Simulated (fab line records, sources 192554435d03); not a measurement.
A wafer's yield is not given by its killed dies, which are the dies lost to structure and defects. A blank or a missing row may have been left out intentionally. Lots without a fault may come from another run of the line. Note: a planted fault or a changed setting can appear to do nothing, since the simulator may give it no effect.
Matching of chambers / flow n5Finfet / 4 sister chambers for N5_BEOL_M6_ETCH_72 on rieDiel-06
The step etches underlayer in N2/H2, target depth 6.5 nm, time 5.2 s. 22 wafers are shown with their chamber, then 11 later ones without.

## EACH WAFER AND ITS CHAMBER
wafer=L075.1; chamber=0; drypumpMotorCurrentA (A)=5.8; showerheadPlenumPTorr (Torr)=2.71; throttleValvePct (%)=17.94
wafer=L075.2; chamber=2; drypumpMotorCurrentA (A)=4.9; showerheadPlenumPTorr (Torr)=2.50; throttleValvePct (%)=17.60
wafer=L075.5; chamber=2; drypumpMotorCurrentA (A)=4.9; showerheadPlenumPTorr (Torr)=2.50; throttleValvePct (%)=17.63
wafer=L077.1; chamber=3; drypumpMotorCurrentA (A)=6.0; showerheadPlenumPTorr (Torr)=2.67; throttleValvePct (%)=17.93
wafer=L077.5; chamber=3; drypumpMotorCurrentA (A)=6.0; showerheadPlenumPTorr (Torr)=2.67; throttleValvePct (%)=17.92
wafer=L077.6; chamber=1; drypumpMotorCurrentA (A)=5.8; showerheadPlenumPTorr (Torr)=2.45; throttleValvePct (%)=17.90
wafer=L079.3; chamber=1; drypumpMotorCurrentA (A)=5.8; showerheadPlenumPTorr (Torr)=2.44; throttleValvePct (%)=17.91
wafer=L079.4; chamber=0; drypumpMotorCurrentA (A)=5.8; showerheadPlenumPTorr (Torr)=2.71; throttleValvePct (%)=17.96
wafer=L079.6; chamber=3; drypumpMotorCurrentA (A)=6.0; showerheadPlenumPTorr (Torr)=2.66; throttleValvePct (%)=17.94
wafer=L084.2; chamber=0; drypumpMotorCurrentA (A)=5.8; showerheadPlenumPTorr (Torr)=2.70; throttleValvePct (%)=18.00
wafer=L084.4; chamber=2; drypumpMotorCurrentA (A)=4.9; showerheadPlenumPTorr (Torr)=2.50; throttleValvePct (%)=17.24
wafer=L084.6; chamber=0; drypumpMotorCurrentA (A)=5.8; showerheadPlenumPTorr (Torr)=2.70; throttleValvePct (%)=17.99
wafer=L087.1; chamber=3; drypumpMotorCurrentA (A)=6.0; showerheadPlenumPTorr (Torr)=2.66; throttleValvePct (%)=17.98
wafer=L087.2; chamber=1; drypumpMotorCurrentA (A)=5.8; showerheadPlenumPTorr (Torr)=2.43; throttleValvePct (%)=17.93
wafer=L087.3; chamber=2; drypumpMotorCurrentA (A)=4.9; showerheadPlenumPTorr (Torr)=2.49; throttleValvePct (%)=17.25
wafer=L089.1; chamber=3; drypumpMotorCurrentA (A)=6.0; showerheadPlenumPTorr (Torr)=2.66; throttleValvePct (%)=17.96
wafer=L089.2; chamber=1; drypumpMotorCurrentA (A)=5.8; showerheadPlenumPTorr (Torr)=2.43; throttleValvePct (%)=17.94
wafer=L089.3; chamber=2; drypumpMotorCurrentA (A)=4.9; showerheadPlenumPTorr (Torr)=2.49; throttleValvePct (%)=17.26
wafer=L088.1; chamber=1; drypumpMotorCurrentA (A)=5.8; showerheadPlenumPTorr (Torr)=2.43; throttleValvePct (%)=17.93
wafer=L088.4; chamber=0; drypumpMotorCurrentA (A)=5.9; showerheadPlenumPTorr (Torr)=2.70; throttleValvePct (%)=18.01
wafer=L088.6; chamber=0; drypumpMotorCurrentA (A)=5.8; showerheadPlenumPTorr (Torr)=2.70; throttleValvePct (%)=18.01
wafer=L094.2; chamber=2; drypumpMotorCurrentA (A)=4.9; showerheadPlenumPTorr (Torr)=2.48; throttleValvePct (%)=17.30

SIGNATURES (means of the wafers above)
reading=drypumpMotorCurrentA; chamber 0=5.817; chamber 1=5.800; chamber 2=4.900; chamber 3=6.000; scatter within a chamber=0.0215
reading=showerheadPlenumPTorr; chamber 0=2.7033; chamber 1=2.4360; chamber 2=2.4933; chamber 3=2.6640; scatter within a chamber=0.0071
reading=throttleValvePct; chamber 0=17.9850; chamber 1=17.9220; chamber 2=17.3800; chamber 3=17.9460; scatter within a chamber=0.0988
Rule: distance of a wafer from a chamber = root of the sum over the readings of ((wafer's reading minus chamber's mean) / reading's scatter) squared. If the next closest chamber is less than 2 further off than the closest, the wafer can't be placed; otherwise it belongs to the closest. The scatter: the root of (the sum of the squares of (reading less its chamber's mean) over the shown wafers, divided by (wafers less chambers)).

## WAFERS WITHOUT THEIR CHAMBER
wafer=L094.3; drypumpMotorCurrentA (A)=5.9; showerheadPlenumPTorr (Torr)=2.69; throttleValvePct (%)=18.05
wafer=L094.6; drypumpMotorCurrentA (A)=4.9; showerheadPlenumPTorr (Torr)=2.49; throttleValvePct (%)=17.31
wafer=L092.4; drypumpMotorCurrentA (A)=5.8; showerheadPlenumPTorr (Torr)=2.43; throttleValvePct (%)=17.99
wafer=L092.5; drypumpMotorCurrentA (A)=5.9; showerheadPlenumPTorr (Torr)=2.69; throttleValvePct (%)=18.06
wafer=L092.6; drypumpMotorCurrentA (A)=5.8; showerheadPlenumPTorr (Torr)=2.43; throttleValvePct (%)=17.97
wafer=L095.2; drypumpMotorCurrentA (A)=6.0; showerheadPlenumPTorr (Torr)=2.65; throttleValvePct (%)=17.99
wafer=L095.3; drypumpMotorCurrentA (A)=5.8; showerheadPlenumPTorr (Torr)=2.69; throttleValvePct (%)=18.04
wafer=L095.4; drypumpMotorCurrentA (A)=5.8; showerheadPlenumPTorr (Torr)=2.42; throttleValvePct (%)=17.97
wafer=L097.1; drypumpMotorCurrentA (A)=6.0; showerheadPlenumPTorr (Torr)=2.64; throttleValvePct (%)=18.01
wafer=L097.2; drypumpMotorCurrentA (A)=4.9; showerheadPlenumPTorr (Torr)=2.48; throttleValvePct (%)=17.31
wafer=L097.3; drypumpMotorCurrentA (A)=5.8; showerheadPlenumPTorr (Torr)=2.42; throttleValvePct (%)=17.95

## EACH ONE'S CHAMBER
wafer=L094.3; from the rows above=can't be placed: 0 or 3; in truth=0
wafer=L094.6; from the rows above=2; in truth=2
wafer=L092.4; from the rows above=1; in truth=1
wafer=L092.5; from the rows above=can't be placed: 0 or 3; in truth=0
wafer=L092.6; from the rows above=1; in truth=1
wafer=L095.2; from the rows above=3; in truth=3
wafer=L095.3; from the rows above=0; in truth=0
wafer=L095.4; from the rows above=1; in truth=1
wafer=L097.1; from the rows above=3; in truth=3
wafer=L097.2; from the rows above=2; in truth=2
wafer=L097.3; from the rows above=1; in truth=1
Correctly placed: 9 of 11. From these rows, 2 cannot be placed; in 2 the true chamber is one of the candidates. Wrongly placed: 0.
